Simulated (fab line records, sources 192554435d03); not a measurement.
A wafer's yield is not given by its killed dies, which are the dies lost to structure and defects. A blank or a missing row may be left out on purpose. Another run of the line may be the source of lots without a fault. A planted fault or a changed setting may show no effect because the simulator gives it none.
Lot-split experiment ; flow n5-finfet ; 7 lots, 21 wafers read, on a route of 1938 steps

== ON THE SPLIT ==
At N5_PASSIVATION_SPUTTER_20 (material TaN, target thk 50 nm), the setting target-thk-a was moved away from the recipe's 500 angstrom on 6 of the 21 wafers read, by -9.3% to +6.4%. The other wafers ran this setting at the recipe's value.

The reading comes from the split's own step.

== THE READING ==
TaN_of_PASSIVATION_SPUTTER_20.thk-nm (the simulator's own value, which no gauge read), in nm, at N5_PASSIVATION_SPUTTER_20 (material TaN, target thk 50 nm). The file does not state a usual value for it. Here, 15 wafers ran the recipe; their average is 49.8 nm with a standard deviation of 0.48 nm.

wafer;tool, chamber at the split;target-thk-a as run, angstrom;against the recipe;TaN_of_PASSIVATION_SPUTTER_20.thk-nm, nm;against lot-mates on the recipe
L074.2;pvd-sputter-03, -;500;recipe;50.4;-
L074.3;pvd-sputter-03, -;500;recipe;50.4;-
L074.4;pvd-sputter-03, -;531.8;+6.4%;53.2;+2.8
L076.1;pvd-sputter-03, -;482.1;-3.6%;47.8;-2.0
L076.2;pvd-sputter-03, -;482.1;-3.6%;48.2;-1.6
L076.4;pvd-sputter-03, -;500;recipe;49.8;-
L081.1;pvd-sputter-01, -;500;recipe;49.6;-
L081.4;pvd-sputter-01, -;500;recipe;49.6;-
L081.2;pvd-sputter-01, -;500;recipe;49.8;-
L083.3;pvd-sputter-02, -;500;recipe;49.2;-
L083.4;pvd-sputter-02, -;500;recipe;49.4;-
L083.6;pvd-sputter-02, -;500;recipe;49;-
L086.2;pvd-sputter-01, -;500;recipe;49.6;-
L086.4;pvd-sputter-01, -;500;recipe;49.6;-
L086.5;pvd-sputter-01, -;500;recipe;49.6;-
L088.1;pvd-sputter-02, -;453.7;-9.3%;45.4;-4.8
L088.3;pvd-sputter-02, -;500;recipe;50.2;-
L088.4;pvd-sputter-02, -;453.7;-9.3%;45.6;-4.6
L090.2;pvd-sputter-03, -;500;recipe;50.6;-
L090.5;pvd-sputter-03, -;500;recipe;50.6;-
L090.3;pvd-sputter-03, -;472.9;-5.4%;48;-2.6

FIT RESULTS
A straight line over all 21 wafers: TaN_of_PASSIVATION_SPUTTER_20.thk-nm changes by +0.47 nm for each +1% of target-thk-a; r = +0.96; the points scatter about the line by 0.47 nm.
The same after taking each lot's own level away (the mean of its wafers on the recipe; 21 wafers): +0.491 nm for each +1%; r = +1.00; scatter 0.13 nm.
On that fit, the largest move of target-thk-a shifts the reading by 4.5 nm.
The span of the lots' own levels, 49.20 to 50.60 nm, comes to 2.9 times the standard deviation stated above.
The two slopes are in agreement: the lot-to-lot level therefore moves the slope only a little.
Check: for one of the wafers moved furthest among these (-9.3%), held out of the fit, the line's prediction against its lot-mates is -4.47 nm. It came out at -4.8 nm against them.

== ADDITIONAL SPLITS CARRIED BY THESE WAFERS ==
Other splits were also applied to these wafers ahead of the reading. Each is held against what the fit with the lots' levels taken away leaves over:
other split on the same wafers;wafers away from the commonest value;r with TaN_of_PASSIVATION_SPUTTER_20.thk-nm (lot level and that fit taken away)
N5_BEOL_M14_DEP_53 time-s;6;+0.17
N5_BEOL_M15_EXPOSE_07 dose-mj;7;-0.09
N5_BEOL_M15_SPUTTER_44 power-w;7;+0.19
N5_BEOL_M15_DEP_53 time-s;8;-0.24

== FILE'S OWN FIT ==
TaN_of_PASSIVATION_SPUTTER_20.thk-nm changes by +0.486 nm for each +1% of target-thk-a, r = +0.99.
